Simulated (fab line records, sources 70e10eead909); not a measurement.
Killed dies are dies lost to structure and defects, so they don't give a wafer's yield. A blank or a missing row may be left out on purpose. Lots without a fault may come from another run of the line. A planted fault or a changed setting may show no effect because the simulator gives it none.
fab line records | flow nand_harc
record lots=11 wafers=33 last_day=24
route steps=1159 shown A_STAIRCASE@646 END@1159
lots that met no fault: from a run of the same line without faults
start_h: hours from the record's first day to the start of the lot's first wafer shown | wait_h: hours since the lot's step before | " the same as in the row above | L1.1+2: a row that stands for several wafers | - no value, or no start given | * or withheld: withheld | < > ~ a bound
route shown NAME@n: a module of which the file shows steps, and the number in the route of the first | usual: mean/standard deviation of fault-free wafers | same: alike in all rows | chamber/n: place in a boat | sites: the reading at each site | _std_site: their standard deviation | _edge_site: outer sites' mean less inner sites' | radius_mm: how far each site lies from the wafer's centre | mask NAME#n: copy n | behind: the tool/chamber that last shaped the wafer | hold: why the lot was held/for how many hours/how that ended | device: the transistor (n, p or np) that didn't switch | end of line: the same wafers' tests at the end of the route | a step without rows: its recipe alone | killed: dies lost to structure and defects at the first sort, not the wafer's yield | map: a wafer's dies, x killed, . not, _ none there
set.NAME: the setting as run; set.NAME@STEP: as run at that earlier step | model.NAME: the simulator's own value behind a step, which no gauge read
steps of the route over a sample of lots; a table a step, a row a wafer
services: from which hour (start_h, from the record's first day; less than 0 if before it) a tool's chamber was out of use, for how many hours, and why
## steps
# step NHARC_A_STAIRCASE_DESCUM_252
# recipe time_s=3 o2_flow_sccm=200 ar_flow_sccm=0 bias_power_w=0 chemistry=O2
# usual drypump_motor_current_A=5.7/0.46 oes_product_au=0.999/0.014 rf_vpp_V=57.7/0.86 showerhead_plenum_p_Torr=1.90/0.1 throttle_valve_pct=11.310/0.0087
# same bias_power_w=0
# columns lot.wafer tool chamber start_h wait_h drypump_motor_current_A oes_product_au rf_hours_counter_h rf_vpp_V showerhead_plenum_p_Torr throttle_valve_pct
L726.1 rie_diel-01 2 262.52 - 6.2 1.020 42 58.2 1.95 11.305
L726.6 " 3 " " 5.0 0.987 - 58.0 1.81 11.292
L726.5 " 0 " " 5.8 0.996 - 58.4 1.97 11.313
L727.4 rie_diel-04 1 270.29 - 5.9 0.993 57 57.0 1.94 11.297
L727.3 " 3 " " 5.6 0.972 61 58.9 1.94 11.310
L727.6 " 1 " " 5.9 1.002 - 58.4 1.94 11.301
L729.2 rie_diel-02 0 285.45 - 6.3 0.995 48 57.4 1.78 11.311
L729.5 " 3 " " 5.2 1.015 - 57.3 1.80 11.312
L729.6 " 0 " " 6.3 0.989 - 56.9 1.78 11.315
L731.3 rie_diel-04 3 301.79 - 5.6 0.974 1 58.2 1.93 11.317
L731.1 " 0 " " 5.0 0.997 2 58.5 2.01 11.310
L731.5 " 2 " " 5.4 1.017 - 58.0 1.88 11.314
L730.4 rie_diel-04 1 303.46 - 5.9 1.003 2 58.3 1.94 11.302
L730.3 " 0 " " 5.0 0.997 2 58.0 2.01 11.297
L730.5 " 1 " " 5.9 1.004 - 57.3 1.94 11.308
L732.3 rie_diel-04 3 303.76 - 5.6 0.977 1 58.5 1.93 11.302
L732.2 " 0 " " 5.0 1.003 2 57.2 2.01 11.321
L732.6 " 2 " " 5.4 1.019 - 56.6 1.88 11.312
L733.4 rie_diel-01 2 311.72 - 6.2 1.015 59 58.2 1.95 11.289
L733.3 " 3 " " 5.0 0.993 57 59.7 1.80 11.302
L733.6 " 1 " " 5.3 1.009 - 59.2 2.06 11.304
L734.3 rie_diel-04 3 325.98 - 5.6 0.978 8 56.8 1.93 11.314
L734.6 " 1 " " 6.0 1.006 - 57.2 1.93 11.309
L734.5 " 2 " " 5.4 0.999 - 58.2 1.87 11.320
L736.3 rie_diel-04 2 330.89 - 5.4 0.995 14 56.8 1.87 11.326
L736.5 " 0 " " 5.0 0.985 - 59.2 2.01 11.319
L736.6 " 1 " " 5.9 1.013 - 57.6 1.93 11.322
L744.2 rie_diel-02 2 374.53 - 5.8 0.993 13 57.3 2.07 11.311
L744.3 " 3 " " 5.2 1.030 8 57.7 1.79 11.305
L744.6 " 0 " " 6.2 1.001 - 58.4 1.77 11.319
L746.4 rie_diel-02 0 384.34 - 6.2 0.994 19 57.4 1.77 11.319
L746.3 " 1 " " 6.2 0.994 19 58.2 1.81 11.312
L746.5 " 2 " " 5.8 1.000 - 59.4 2.07 11.323
# step NHARC_A_STAIRCASE_STRIP_254
# recipe power_w=1500 temp_c=250 chemistry=O2
# usual drypump_motor_current_A=5.5/0.33 heater_power_w=337/14
# columns lot.wafer tool chamber start_h wait_h drypump_motor_current_A heater_power_w rf_hours_counter_h
L726.1 plasma_asher-02 1 262.67 - 5.1 333 15
L726.5 " 1 " " 5.0 334 -
L726.6 " 0 " " 6.0 342 -
L727.3 plasma_asher-01 0 270.55 - 5.7 338 -
L727.4 " 1 " " 5.3 305 -
L727.6 " 0 " " 5.7 340 -
L729.2 plasma_asher-01 1 285.62 - 5.3 322 0
L729.6 " 1 " " 5.3 318 -
L729.5 " 0 " " 5.7 343 -
L731.1 plasma_asher-02 1 302.02 - 5.1 334 27
L731.3 " 0 " " 5.9 339 -
L731.5 " 1 " " 5.1 338 -
L730.3 plasma_asher-01 1 303.72 - 5.3 328 -
L730.4 " 0 " " 5.7 354 -
L730.5 " 1 " " 5.3 333 -
L732.2 plasma_asher-02 1 303.92 - 5.1 337 28
L732.3 " 0 " " 6.0 339 -
L732.6 " 1 " " 5.1 335 -
L733.4 plasma_asher-01 0 311.98 - 5.8 353 -
L733.3 " 1 " " 5.3 321 -
L733.6 " 0 " " 5.8 338 -
L734.3 plasma_asher-01 1 326.24 - 5.3 316 -
L734.5 " 1 " " 5.3 315 -
L734.6 " 0 " " 5.7 351 -
L736.3 plasma_asher-01 0 331.18 - 5.7 353 -
L736.6 " 1 " " 5.3 313 -
L736.5 " 0 " " 5.8 366 -
L744.2 plasma_asher-02 0 374.73 - 5.9 338 1
L744.3 " 1 " " 5.1 355 -
L744.6 " 0 " " 6.0 343 -
L746.3 plasma_asher-02 0 384.75 - 5.9 338 -
L746.4 " 1 " " 5.1 344 -
L746.5 " 0 " " 6.0 333 -
# step NHARC_A_STAIRCASE_DESCUM_291
# recipe time_s=3 o2_flow_sccm=200 ar_flow_sccm=0 bias_power_w=0 chemistry=O2
# usual drypump_motor_current_A=5.6/0.43 oes_product_au=0.998/0.013 rf_vpp_V=57.6/0.83 showerhead_plenum_p_Torr=1.91/0.095 throttle_valve_pct=11.312/0.009
# same bias_power_w=0
# columns lot.wafer tool chamber start_h wait_h drypump_motor_current_A oes_product_au rf_hours_counter_h rf_vpp_V showerhead_plenum_p_Torr throttle_valve_pct
L726.1 rie_diel-01 1 266.32 - 5.3 1.007 39 57.8 2.06 11.309
L726.5 " 3 " " 5.0 0.994 - 58.1 1.81 11.327
L726.6 " 0 " " 5.8 0.989 - 58.8 1.97 11.284
L727.3 rie_diel-01 0 276.28 - 5.8 0.987 43 58.5 1.97 11.298
L727.4 " 1 " " 5.3 1.001 44 58.3 2.06 11.319
L727.6 " 3 " " 5.0 0.993 - 57.6 1.81 11.317
L729.2 rie_diel-02 0 289.35 - 6.2 0.990 49 58.0 1.78 11.303
L729.5 " 1 " " 6.3 0.997 - 57.4 1.83 11.309
L729.6 " 2 " " 5.9 0.966 - 58.0 1.76 11.311
L731.1 rie_diel-02 3 305.61 - 5.2 1.008 52 58.1 1.80 11.305
L731.3 " 0 " " 6.2 0.982 56 57.6 1.78 11.305
L731.5 " 3 " " 5.2 1.013 - 57.8 1.80 11.313
L730.3 rie_diel-04 2 309.51 - 5.4 1.009 3 57.8 1.88 11.323
L730.4 " 0 " " 5.0 0.998 2 59.0 2.01 11.308
L730.5 " 1 " " 5.9 1.006 - 58.1 1.94 11.321
L732.3 rie_diel-01 1 309.69 - 5.3 1.016 58 56.6 2.06 11.304
L732.2 " 3 " " 5.0 0.988 57 56.5 1.80 11.324
L732.6 " 0 " " 5.8 0.997 - 57.3 1.96 11.302
L733.3 rie_diel-04 3 315.49 - 5.6 0.966 3 57.4 1.93 11.306
L733.4 " 0 " " 5.0 0.988 4 59.1 2.01 11.313
L733.6 " 1 " " 6.0 1.010 - 58.0 1.94 11.311
L734.3 rie_diel-04 2 331.39 - 5.4 1.007 14 56.9 1.87 11.319
L734.6 " 2 " " 5.4 1.007 - 58.9 1.87 11.306
L734.5 " 3 " " 5.6 0.976 - 58.7 1.93 11.312
L736.3 rie_diel-01 2 334.74 - 6.2 1.024 1 58.4 1.95 11.308
L736.6 " 0 " " 5.8 0.990 - 57.1 1.96 11.323
L736.5 " 1 " " 5.3 0.997 - 57.9 2.05 11.310
L744.2 rie_diel-02 0 379.80 - 6.2 0.997 17 56.0 1.77 11.307
L744.3 " 1 " " 6.3 0.995 17 56.8 1.81 11.313
L744.6 " 3 " " 5.2 1.028 - 57.2 1.79 11.320
L746.3 rie_diel-02 2 388.32 - 5.8 0.990 18 58.5 2.07 11.323
L746.4 " 0 " " 6.2 1.003 20 57.0 1.77 11.301
L746.5 " 3 " " 5.2 1.025 - 56.3 1.79 11.307
# step NHARC_A_STAIRCASE_ETCH_292
# recipe cf4_flow_sccm=100 chf3_flow_sccm=30 ar_flow_sccm=0 rf_w=500 bias_w=200 chemistry=CF4/CHF3
# usual drypump_motor_current_A=5.6/0.45 oes_product_au=0.947/0.022 rf_fwd_power_W=496.6/1.7 rf_vpp_V=370.6/2.7 showerhead_plenum_p_Torr=1.57/0.074 throttle_valve_pct=16.803/0.0086
# columns lot.wafer tool chamber start_h wait_h drypump_motor_current_A oes_product_au rf_fwd_power_W rf_hours_counter_h rf_vpp_V showerhead_plenum_p_Torr throttle_valve_pct
L726.1 rie_diel-01 1 266.42 0.1 5.3 0.976 495.0 39 373.5 1.69 16.804
L726.6 " 1 " " 5.3 0.980 493.1 - 373.8 1.69 16.809
L726.5 " 0 " " 5.8 0.962 498.0 - 372.8 1.62 16.804
L727.4 rie_diel-01 0 276.40 0.1 5.8 0.927 495.9 43 372.3 1.62 16.797
L727.3 " 1 " " 5.3 0.950 499.6 44 375.9 1.69 16.787
L727.6 " 2 " " 6.1 0.940 496.5 - 370.4 1.60 16.806
L729.2 rie_diel-02 1 289.44 0.1 6.3 0.921 498.2 48 368.0 1.50 16.818
L729.5 " 0 " " 6.2 0.936 497.9 - 367.5 1.47 16.802
L729.6 " 1 " " 6.2 0.925 498.4 - 368.4 1.51 16.806
L731.3 rie_diel-02 3 305.68 0.1 5.2 0.948 497.2 52 368.2 1.48 16.820
L731.1 " 2 " " 5.8 0.925 496.5 52 366.2 1.45 16.802
L731.5 " 0 " " 6.2 0.951 497.9 - 366.4 1.47 16.796
L730.4 rie_diel-04 2 309.58 0.1 5.4 0.966 496.6 3 370.5 1.55 16.800
L730.3 " 3 " " 5.6 0.951 497.8 1 372.4 1.59 16.810
L730.5 " 2 " " 5.4 0.961 497.1 - 371.9 1.55 16.811
L732.2 rie_diel-01 3 309.77 0.1 5.0 0.962 495.5 57 369.5 1.49 16.802
L732.3 " 1 " " 5.3 0.965 494.3 58 374.9 1.68 16.797
L732.6 " 0 " " 5.8 0.947 497.3 - 372.3 1.61 16.809
L733.4 rie_diel-04 0 315.61 0.1 5.0 0.945 494.4 4 371.8 1.65 16.797
L733.3 " 2 " " 5.4 0.938 493.5 5 370.9 1.54 16.798
L733.6 " 1 " " 5.9 0.946 495.2 - 372.2 1.59 16.792
L734.3 rie_diel-04 3 331.50 0.1 5.6 0.923 494.7 10 371.7 1.59 16.812
L734.5 " 0 " " 5.0 0.951 496.0 - 373.0 1.65 16.798
L734.6 " 1 " " 5.9 0.962 497.8 - 370.4 1.59 16.786
L736.3 rie_diel-01 0 334.86 0.1 5.8 0.877 497.3 5 370.3 1.61 16.780
L736.6 " 0 " " 5.8 0.886 498.9 - 372.8 1.61 16.813
L736.5 " 1 " " 5.3 0.939 494.3 - 374.9 1.68 16.791
L744.3 rie_diel-02 2 379.88 0.1 5.8 0.983 495.8 16 373.7 1.70 16.817
L744.2 " 3 " " 5.2 0.982 497.0 11 367.6 1.48 16.791
L744.6 " 3 " " 5.2 0.985 496.8 - 367.8 1.48 16.805
L746.4 rie_diel-02 1 388.41 0.1 6.3 0.918 496.5 20 367.9 1.50 16.800
L746.3 " 0 " " 6.2 0.932 497.2 20 367.2 1.46 16.794
L746.5 " 2 " " 5.9 0.915 497.2 - 374.7 1.70 16.801
# step NHARC_END_SORT_01
# recipe temp_c=25
# usual killed_at_array=31/11 killed_at_other=0.5/0.78 killed_at_periphery=3.0/2 killed_dies=34/12 killed_open=3.2/2 killed_short=1.9/1.6
# same gross_dies=677
# columns lot.wafer tool chamber start_h wait_h hold killed_at_array killed_at_other killed_at_periphery killed_dies killed_open killed_short
L726.1 prober-01 0 453.45 2.5 - 16 0 4 20 0 1
L726.5 prober-01 0 456.69 3.7 - 27 1 8 36 7 2
L726.6 prober-01 0 457.50 4.0 - 21 0 5 26 1 1
L727.3 prober-01 0 462.84 3.1 - 49 0 1 50 7 0
L727.4 prober-01 0 463.63 3.3 - 49 1 3 53 3 1
L727.6 prober-01 0 465.20 3.9 - 51 1 3 55 5 0
L729.2 prober-01 0 482.39 2.9 - 32 1 2 35 4 0
L729.5 prober-01 0 484.81 3.7 - 30 0 3 33 2 0
L729.6 prober-01 0 485.62 4.0 - 32 0 3 35 5 3
L732.2 prober-02 0 490.05 2.8 - 20 0 1 21 5 0
L732.3 prober-02 0 490.86 3.1 - 11 1 1 13 3 1
L732.6 prober-02 0 493.29 4.0 - 14 0 1 15 0 3
L730.3 prober-01 0 491.09 3.1 - 28 0 2 30 1 1
L730.4 prober-01 0 491.90 3.5 - 44 0 2 46 6 1
L730.5 prober-01 0 492.72 3.8 - 46 3 4 53 4 2
L731.1 prober-02 0 497.09 2.5 - 43 1 2 46 0 2
L731.3 prober-02 0 498.69 3.1 - 38 1 0 39 2 1
L731.5 prober-02 0 500.29 3.7 - 51 0 4 55 4 4
L733.3 prober-01 0 498.96 3.1 - 16 1 4 21 2 4
L733.4 prober-01 0 499.75 3.4 - 17 0 4 21 1 5
L733.6 prober-01 0 501.34 4.0 - 16 0 5 21 3 7
L734.3 prober-02 0 511.67 3.1 - 41 0 2 43 3 0
L734.5 prober-02 0 513.27 3.7 - 47 0 3 50 4 6
L734.6 prober-02 0 514.07 4.0 - 48 0 1 49 3 0
L736.3 prober-01 0 519.40 3.1 await_dispo/3.7h/release 322 0 4 326 2 3
L736.5 prober-01 0 521.01 3.7 await_dispo/3.7h/release 30 1 1 32 1 4
L736.6 prober-01 0 521.82 4.0 await_dispo/3.7h/release 393 1 3 397 1 3
L744.2 prober-01 0 570.78 2.8 - 50 1 7 58 2 1
L744.3 prober-01 0 571.60 3.1 - 45 0 3 48 1 2
L744.6 prober-01 0 574.04 4.1 - 55 1 7 63 7 2
L746.3 prober-01 0 579.50 3.1 - 22 0 0 22 2 3
L746.4 prober-01 0 580.29 3.4 - 21 1 1 23 3 2
L746.5 prober-01 0 581.09 3.7 - 15 0 1 16 3 1
# killed by level:class
L726.1 A_SLIT:chamber_film_flake=10 P_BONDPAD:chamber_film_flake=4 A_CHANNEL_HOLE_D1:chamber_film_flake=2 A_BLC:geometric_particle:short=1 A_CHANNEL_FILL_D1:chamber_film_flake=1 A_STAIRCASE:chamber_film_flake=1 A_CONTACT:chamber_film_flake=1
L726.5 A_SLIT:chamber_film_flake=10 P_BONDPAD:chamber_film_flake=5 A_CONTACT:chamber_film_flake=4 A_ZERO_WELL:chamber_film_flake=3 A_CHANNEL_HOLE_D1:chamber_film_flake=3 A_M0:geometric_particle:open=2 P_STI:geometric_particle:open=1 P_CONTACT:geometric_particle:open=1
L726.6 A_SLIT:chamber_film_flake=11 A_STAIRCASE:chamber_film_flake=4 A_CONTACT:chamber_film_flake=3 P_BONDPAD:chamber_film_flake=2 A_SGD_CUT:geometric_particle:short=1 A_M0:geometric_particle:open=1 P_STI:chamber_film_flake=1 P_GATE:chamber_film_flake=1
L727.3 A_CHANNEL_HOLE_D1:chamber_film_flake=21 A_CONTACT:chamber_film_flake=9 A_SLIT:chamber_film_flake=7 A_STAIRCASE:chamber_film_flake=5 A_CHANNEL_FILL_D1:geometric_particle:open=3 A_M0:geometric_particle:open=2 P_CONTACT:geometric_particle:open=1 A_CHANNEL_HOLE_D1:geometric_particle:open=1
L727.4 A_CHANNEL_HOLE_D1:chamber_film_flake=22 A_SLIT:chamber_film_flake=14 A_CONTACT:chamber_film_flake=5 A_STAIRCASE:chamber_film_flake=4 P_GATE:chamber_film_flake=2 A_CHANNEL_FILL_D1:geometric_particle:open=1 A_SGD_CUT:geometric_particle:open=1 A_SLIT:geometric_particle:short=1
L727.6 A_CHANNEL_HOLE_D1:chamber_film_flake=22 A_SLIT:chamber_film_flake=12 A_CONTACT:chamber_film_flake=9 A_STAIRCASE:chamber_film_flake=3 P_GATE:chamber_film_flake=2 P_CONTACT:geometric_particle:open=1 A_CHANNEL_HOLE_D1:geometric_particle:open=1 A_CHANNEL_FILL_D1:geometric_particle:open=1
L729.2 A_CHANNEL_HOLE_D1:chamber_film_flake=22 A_STAIRCASE:chamber_film_flake=4 A_SLIT:chamber_film_flake=2 A_BLC:chamber_film_flake=2 P_GATE:geometric_particle:open=1 P_M2:geometric_particle:open=1 A_ONON_D1:geometric_particle:open=1 A_M0:geometric_particle:open=1
L729.5 A_CHANNEL_HOLE_D1:chamber_film_flake=20 A_STAIRCASE:chamber_film_flake=4 A_CONTACT:chamber_film_flake=3 A_SLIT:chamber_film_flake=2 P_CONTACT:geometric_particle:open=1 A_M0:geometric_particle:open=1 P_ZERO_WELL:chamber_film_flake=1 P_GATE:chamber_film_flake=1
L729.6 A_CHANNEL_HOLE_D1:chamber_film_flake=14 A_STAIRCASE:chamber_film_flake=5 A_BLC:chamber_film_flake=3 A_CONTACT:chamber_film_flake=2 P_CONTACT:geometric_particle:open=1 A_SGD_CUT:geometric_particle:short=1 A_ONON_D1:geometric_particle:open=1 A_CHANNEL_FILL_D1:geometric_particle:short=1
L732.2 A_ZERO_WELL:chamber_film_flake=5 A_CHANNEL_HOLE_D1:chamber_film_flake=4 A_STAIRCASE:chamber_film_flake=4 A_WL_FILL:geometric_particle:open=3 A_CHANNEL_FILL_D1:chamber_film_flake=3 P_M0:geometric_particle:open=1 A_CHANNEL_HOLE_D1:geometric_particle:open=1
L732.3 A_STAIRCASE:chamber_film_flake=5 A_CONTACT:geometric_particle:open=2 A_CONTACT:chamber_film_flake=2 P_CONTACT:geometric_particle:short=1 A_CHANNEL_FILL_D1:geometric_particle:open=1 A_CHANNEL_HOLE_D1:chamber_film_flake=1 THIN_TSV:chamber_film_flake=1
L730.3 A_CHANNEL_HOLE_D1:chamber_film_flake=12 A_SLIT:chamber_film_flake=10 A_CONTACT:chamber_film_flake=3 P_CONTACT:geometric_particle:short=1 P_M2:geometric_particle:open=1 A_CHANNEL_FILL_D1:chamber_film_flake=1 A_STAIRCASE:chamber_film_flake=1 A_WL_FILL:chamber_film_flake=1
L730.4 A_SLIT:chamber_film_flake=17 A_CHANNEL_HOLE_D1:chamber_film_flake=12 A_STAIRCASE:chamber_film_flake=6 A_WL_FILL:chamber_film_flake=3 A_CONTACT:geometric_particle:open=2 P_M0:geometric_particle:open=1 P_M2:geometric_particle:open=1 A_CHANNEL_FILL_D1:geometric_particle:short=1
L730.5 A_CHANNEL_HOLE_D1:chamber_film_flake=19 A_SLIT:chamber_film_flake=12 A_STAIRCASE:chamber_film_flake=4 A_CONTACT:chamber_film_flake=4 A_CONTACT:geometric_particle:open=2 P_GATE:chamber_film_flake=2 A_WL_FILL:chamber_film_flake=2 THIN_TSV:chamber_film_flake=2
L732.6 A_CHANNEL_HOLE_D1:chamber_film_flake=4 A_CONTACT:chamber_film_flake=3 A_STAIRCASE:chamber_film_flake=3 P_CONTACT:geometric_particle:short=1 A_CHANNEL_FILL_D1:geometric_particle:short=1 A_BLC:geometric_particle:short=1 A_ZERO_WELL:chamber_film_flake=1 A_SLIT:chamber_film_flake=1
L731.1 A_CHANNEL_HOLE_D1:chamber_film_flake=20 A_SLIT:chamber_film_flake=12 A_STAIRCASE:chamber_film_flake=7 A_WL_FILL:geometric_particle:short=2 A_CONTACT:chamber_film_flake=2 P_ZERO_WELL:chamber_film_flake=1 P_GATE:chamber_film_flake=1 THIN_TSV:chamber_film_flake=1
L731.3 A_SLIT:chamber_film_flake=15 A_CHANNEL_HOLE_D1:chamber_film_flake=12 A_STAIRCASE:chamber_film_flake=7 A_WL_FILL:geometric_particle:short=1 A_CONTACT:geometric_particle:open=1 A_BLC:geometric_particle:open=1 A_CONTACT:chamber_film_flake=1 THIN_TSV:chamber_film_flake=1
L733.3 A_STAIRCASE:chamber_film_flake=5 A_CHANNEL_HOLE_D1:chamber_film_flake=4 P_ZERO_WELL:chamber_film_flake=2 A_ZERO_WELL:chamber_film_flake=2 P_CONTACT:geometric_particle:short=1 P_M0:geometric_particle:short=1 A_ONON_D1:geometric_particle:short=1 A_ONON_D1:geometric_particle:open=1
L733.4 A_CHANNEL_HOLE_D1:chamber_film_flake=5 A_CONTACT:chamber_film_flake=4 A_SLIT:chamber_film_flake=2 P_STI:geometric_particle:short=1 P_GATE:geometric_particle:short=1 P_CONTACT:geometric_particle:short=1 P_M0:geometric_particle:short=1 A_WL_FILL:geometric_particle:short=1
L731.5 A_CHANNEL_HOLE_D1:chamber_film_flake=23 A_SLIT:chamber_film_flake=14 A_STAIRCASE:chamber_film_flake=6 A_WL_FILL:geometric_particle:open=3 P_CONTACT:geometric_particle:short=2 A_CONTACT:chamber_film_flake=2 P_M0:geometric_particle:open=1 A_CHANNEL_FILL_D1:geometric_particle:short=1
L733.6 A_CHANNEL_HOLE_D1:chamber_film_flake=4 A_WL_FILL:geometric_particle:short=2 A_STAIRCASE:chamber_film_flake=2 P_CONTACT:geometric_particle:open=1 P_CONTACT:geometric_particle:short=1 P_M0:geometric_particle:short=1 P_M2:geometric_particle:open=1 A_SOURCE_PLATE:geometric_particle:short=1
L734.3 A_CHANNEL_HOLE_D1:chamber_film_flake=16 A_SLIT:chamber_film_flake=15 A_STAIRCASE:chamber_film_flake=5 A_CONTACT:chamber_film_flake=2 P_M0:geometric_particle:open=1 A_BLC:geometric_particle:open=1 A_M0:geometric_particle:open=1 P_ZERO_WELL:chamber_film_flake=1
L734.5 A_SLIT:chamber_film_flake=13 A_CHANNEL_HOLE_D1:chamber_film_flake=11 A_STAIRCASE:chamber_film_flake=11 P_M0:geometric_particle:open=2 A_CHANNEL_FILL_D1:geometric_particle:open=2 A_M0:geometric_particle:short=2 A_ZERO_WELL:chamber_film_flake=2 A_CONTACT:chamber_film_flake=2
L734.6 A_CHANNEL_HOLE_D1:chamber_film_flake=16 A_SLIT:chamber_film_flake=14 A_STAIRCASE:chamber_film_flake=12 A_CONTACT:chamber_film_flake=3 P_CONTACT:geometric_particle:open=1 A_CHANNEL_FILL_D1:geometric_particle:open=1 A_CONTACT:geometric_particle:open=1 A_CHANNEL_FILL_D1:chamber_film_flake=1
L736.3 A_STAIRCASE:area_etch=294 A_SLIT:chamber_film_flake=11 A_CHANNEL_HOLE_D1:chamber_film_flake=8 P_STI:chamber_film_flake=3 A_ONON_D1:geometric_particle:short=2 A_CONTACT:chamber_film_flake=2 A_CONTACT:geometric_particle:short=1 A_BLC:geometric_particle:open=1
L736.5 A_SLIT:chamber_film_flake=17 A_CHANNEL_HOLE_D1:chamber_film_flake=4 A_STAIRCASE:chamber_film_flake=3 A_CHANNEL_HOLE_D1:geometric_particle:short=1 A_CHANNEL_FILL_D1:geometric_particle:short=1 A_SGD_CUT:geometric_particle:short=1 A_WL_FILL:geometric_particle:short=1 A_CONTACT:geometric_particle:open=1
L736.6 A_STAIRCASE:area_etch=369 A_SLIT:chamber_film_flake=11 A_CHANNEL_HOLE_D1:chamber_film_flake=6 A_WL_FILL:chamber_film_flake=2 A_CONTACT:chamber_film_flake=2 P_M2:geometric_particle:short=1 A_CHANNEL_FILL_D1:geometric_particle:short=1 A_WL_FILL:geometric_particle:short=1
L744.2 A_CHANNEL_HOLE_D1:chamber_film_flake=24 A_SLIT:chamber_film_flake=19 P_STI:chamber_film_flake=3 A_CONTACT:chamber_film_flake=3 P_BONDPAD:chamber_film_flake=2 A_WL_FILL:chamber_film_flake=2 P_STI:geometric_particle:short=1 P_M1:geometric_particle:open=1
L744.3 A_SLIT:chamber_film_flake=19 A_CHANNEL_HOLE_D1:chamber_film_flake=15 A_CONTACT:chamber_film_flake=6 A_CHANNEL_FILL_D1:geometric_particle:short=1 A_SGD_CUT:geometric_particle:short=1 A_CONTACT:geometric_particle:open=1 P_ZERO_WELL:chamber_film_flake=1 P_GATE:chamber_film_flake=1
L744.6 A_CHANNEL_HOLE_D1:chamber_film_flake=19 A_SLIT:chamber_film_flake=19 P_GATE:chamber_film_flake=4 A_CONTACT:chamber_film_flake=4 A_CONTACT:geometric_particle:open=3 A_CHANNEL_FILL_D1:geometric_particle:open=2 A_WL_FILL:chamber_film_flake=2 A_M0:chamber_film_flake=2
L746.3 A_CHANNEL_HOLE_D1:chamber_film_flake=11 A_CONTACT:chamber_film_flake=3 A_WL_FILL:chamber_film_flake=2 A_CHANNEL_HOLE_D1:geometric_particle:open=1 A_CHANNEL_FILL_D1:geometric_particle:short=1 A_WL_FILL:geometric_particle:short=1 A_BLC:geometric_particle:short=1 A_M0:geometric_particle:open=1
L746.4 A_CHANNEL_HOLE_D1:chamber_film_flake=12 A_CONTACT:chamber_film_flake=4 A_STAIRCASE:chamber_film_flake=2 P_STI:geometric_particle:open=1 A_ONON_D1:geometric_particle:short=1 A_CHANNEL_FILL_D1:geometric_particle:short=1 A_SGD_CUT:geometric_particle:open=1 STARTING-WAFER:geometric_particle:open=1
L746.5 A_CHANNEL_HOLE_D1:chamber_film_flake=7 A_WL_FILL:chamber_film_flake=2 A_CONTACT:chamber_film_flake=2 P_CONTACT:geometric_particle:open=1 A_SGD_CUT:geometric_particle:short=1 A_SGD_CUT:geometric_particle:open=1 A_M1:geometric_particle:open=1 A_SLIT:chamber_film_flake=1
## services
# columns tool chamber start_h hours kind
rie_diel-04 0 244.86 - clean
rie_diel-04 1 244.86 - clean
rie_diel-04 2 244.86 - clean
rie_diel-04 3 244.86 - clean
rie_diel-01 2 263.02 6.3 repair
rie_diel-04 0 269.44 - clean
rie_diel-04 1 269.44 - clean
rie_diel-04 2 269.44 - clean
rie_diel-04 3 269.44 - clean
rie_diel-01 3 272.30 2.7 repair
plasma_asher-01 - 276.00 9.0 pm
rie_diel-04 - 288.97 9.0 pm
rie_diel-04 0 288.97 9.0 vent_cycle
rie_diel-04 1 288.97 9.2 vent_cycle
rie_diel-04 2 288.97 9.0 vent_cycle
rie_diel-04 3 288.97 11.6 vent_cycle
rie_diel-04 0 297.97 - clean
rie_diel-02 0 310.33 8.5 repair
rie_diel-01 - 314.81 9.0 pm
rie_diel-01 2 323.83 8.6 repair
rie_diel-02 - 327.70 9.0 pm
plasma_asher-01 - 352.61 1.2 repair
rie_diel-02 3 355.46 16.0 repair
plasma_asher-02 - 360.22 9.0 pm
## key
first_sign step=NHARC_A_STAIRCASE_ETCH_292 reading=oes_product_au direction=down sigmas=3 usual=0.947 struck=0.881
effect step=NHARC_END_SORT_01 reading=killed_at_array direction=up sigmas=29 usual=31 struck=358
more_kills_born_at NHARC_A_STAIRCASE_ETCH_292@rie_diel-01=663
met_at NHARC_A_STAIRCASE_ETCH_292
struck_lots L736
struck_wafers L736.3,L736.6
later_rows_left_out L736.6
tester_left_out L736
not_acting_at NHARC_A_STAIRCASE_DESCUM_252,NHARC_A_STAIRCASE_STRIP_254,NHARC_A_STAIRCASE_DESCUM_291
onset_between 309.77 334.86
fault kind=process_parameter_drift tool=rie_diel-01 chamber=0 onset_h=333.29 steps=NHARC_A_STAIRCASE_ETCH_292 channel=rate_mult offset=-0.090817 shape=step end_h=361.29
# tester_left_out: of these lots the tester's yield and bins aren't shown, on N5 and GAA mostly nor the transistor test; their killed dies are dies lost to structure and defects alone, not to doping, threshold or leakage, so they don't give the yield
# later_rows_left_out: the simulator's readings of these wafers behind a module that went badly wrong aren't trusted and aren't shown, but for the sort
